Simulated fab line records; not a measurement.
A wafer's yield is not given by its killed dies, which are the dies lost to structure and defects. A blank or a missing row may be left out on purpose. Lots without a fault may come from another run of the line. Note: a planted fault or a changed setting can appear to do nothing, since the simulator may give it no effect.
A struck lot beside a sound one    flow nand harc    14 out of 1302 route steps
Sound: wafers L829.1, L829.5, L829.6. Struck: wafer L834.2. (L834.1, L834.5 of the same lot were not struck and are left out.) The cause comes at the end.
Per side, at each step with rows, come the tool, then ch with its chambers, and then its first start. Under that, the readings that differ: sound wafers    struck wafers    difference of the means    sigmas: that difference in standard deviations of wafers without a fault.
alike: same words and numbers on both sides, and readings whose means sit less than 2 such deviations apart. not compared: any withheld reading, any reading some wafer has no value for, any bound like >300 that may hide the same value, and any number with overlapping values for which the record gives no deviation.
Wherever a step has rows on one side only, a row that says differs or no value, or a row with sigmas, the two part there. Non-overlapping numbers with no deviation appear without sigmas and do not part them. Lack of a reading on every wafer of one side parts them only where that side has two or more wafers.

NHARC_A_ZERO_WELL_INSPECT_17:
  sound on defect inspect-01 at day 10 01:18; struck on defect inspect-01 at day 12 10:09
  alike: raw defect count
then, 3 steps without rows for these wafers: NHARC_A_SOURCE_PLATE_PRECLEAN_00 (cleans in HF-LAST, time 60 s); NHARC_A_SOURCE_PLATE_SRD_01; NHARC_A_SOURCE_PLATE_OXIDE_02 (material SiO2, target thk 10 nm, ox time 1362 s).
NHARC_A_SOURCE_PLATE_THK_MEAS_09: measures by ellipsometry.
  sound on film metro-02 at day 10 11:15; struck on film metro-02 at day 12 16:58
reading      sound          struck  difference  sigmas
thk nm (nm)  11.3 10.9 9.4  8.1     -2.4        -2
then, 3 steps without rows for these wafers: NHARC_A_SOURCE_PLATE_PVD_04 (deposits WSi2, target thk 50 nm); NHARC_A_SOURCE_PLATE_CVD_03 (deposits poly-Si, target thk 200 nm, time 4000 s); NHARC_A_SOURCE_PLATE_ANNEAL_05 (time 1800 s).
NHARC_A_SOURCE_PLATE_THK_MEAS_06: measures by ellipsometry.
  sound on film metro-01 at day 11 00:09; struck on film metro-02 at day 13 05:52
  alike: thk nm
NHARC_A_SOURCE_PLATE_INSPECT_08:
  sound on defect inspect-02 at day 11 00:13; struck on defect inspect-02 at day 13 05:57
  alike: raw defect count
NHARC_A_ONON_D1_DEP_00: target thk 1000 nm.
  sound on pecvd onon-01 ch 0, day 11 00:17; struck on pecvd onon-01 ch 0, day 13 06:01
NHARC_A_ONON_D1_THK_MEAS_02: measures by ellipsometry.
  sound on film metro-01 at day 11 00:47; struck on film metro-01 at day 13 06:32
reading      sound           struck  difference  sigmas
thk nm (nm)  1002 1002 1002  628     -374        -34
next comes 1 step that has no rows for these wafers: NHARC_A_ONON_D1_DEP_03 (target thickness 1000 nm).
-- break in the record here, with 17 days between the starts of the struck wafers on either side (left off in module A_ONON_D1, picked up again in module END, where the first step shown is number 1302 on the route) --
NHARC_END_SORT_01:
  only the struck wafers appear in the record here, on prober-02 ch 0 at day 30 04:03; the sound ones have no rows

WHERE THEY PART
Last at NHARC_END_SORT_01 as far as this record goes, first at NHARC_A_SOURCE_PLATE_THK_MEAS_09.

WHY: what had been put in by the simulator
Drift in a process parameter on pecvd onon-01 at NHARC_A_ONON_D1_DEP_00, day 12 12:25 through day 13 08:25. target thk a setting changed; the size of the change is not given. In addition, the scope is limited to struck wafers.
